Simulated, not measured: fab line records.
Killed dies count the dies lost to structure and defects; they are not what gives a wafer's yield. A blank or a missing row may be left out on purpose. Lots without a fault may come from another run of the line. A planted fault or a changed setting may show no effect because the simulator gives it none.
Matching of chambers + flow n5Finfet + 4 sister chambers for N5_MIM_BOT_LITHO_DESCUM_10 on rieDiel-05
The step chemistry O2, time 7.9 s. 4 wafers are shown with their chamber, then 8 later ones without.

## WAFERS, EACH WITH ITS CHAMBER
| wafer  | chamber | showerheadPlenumPTorr (Torr) |
|--------|---------|------------------------------|
| L081.5 | 2       | 2.07                         |
| L081.6 | 0       | 2.04                         |
| L084.1 | 3       | 2.05                         |
| L096.2 | 1       | 2.23                         |

## WAFERS WHOSE CHAMBER IS MISSING
| wafer  | showerheadPlenumPTorr (Torr) |
|--------|------------------------------|
| L096.4 | 2.06                         |
| L096.6 | 2.23                         |
| L092.2 | 2.23                         |
| L092.4 | 2.23                         |
| L092.6 | 2.03                         |
| L097.1 | 2.04                         |
| L097.2 | 2.05                         |
| L097.6 | 2.04                         |

## THE CHAMBER EACH PASSED THROUGH
| wafer  | from the rows above     | in truth |
|--------|-------------------------|----------|
| L096.4 | can't be placed: 2 or 3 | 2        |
| L096.6 | 1                       | 1        |
| L092.2 | 1                       | 1        |
| L092.4 | 1                       | 1        |
| L092.6 | can't be placed: 0 or 3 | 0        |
| L097.1 | can't be placed: 0 or 3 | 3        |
| L097.2 | can't be placed: 3 or 0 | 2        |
| L097.6 | can't be placed: 0 or 3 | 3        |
Placed correctly: 3 of 8. These rows do not allow placing 5 (true chamber among the candidates in 4). Wrongly placed: 0.
How it was worked out, from the rows above alone: a wafer's distance from a chamber is the root of the sum, over the readings, of the square of ((its reading less the chamber's mean) divided by the reading's scatter). The wafer belongs to the nearest chamber; if the next one is less than 2 further off, it can't be placed. The mean given for a chamber averages the wafers shown for that chamber. The scatter (one wafer shown for each chamber): square how far every hidden wafer sits from the nearest shown wafer, average those squares and take the square root.
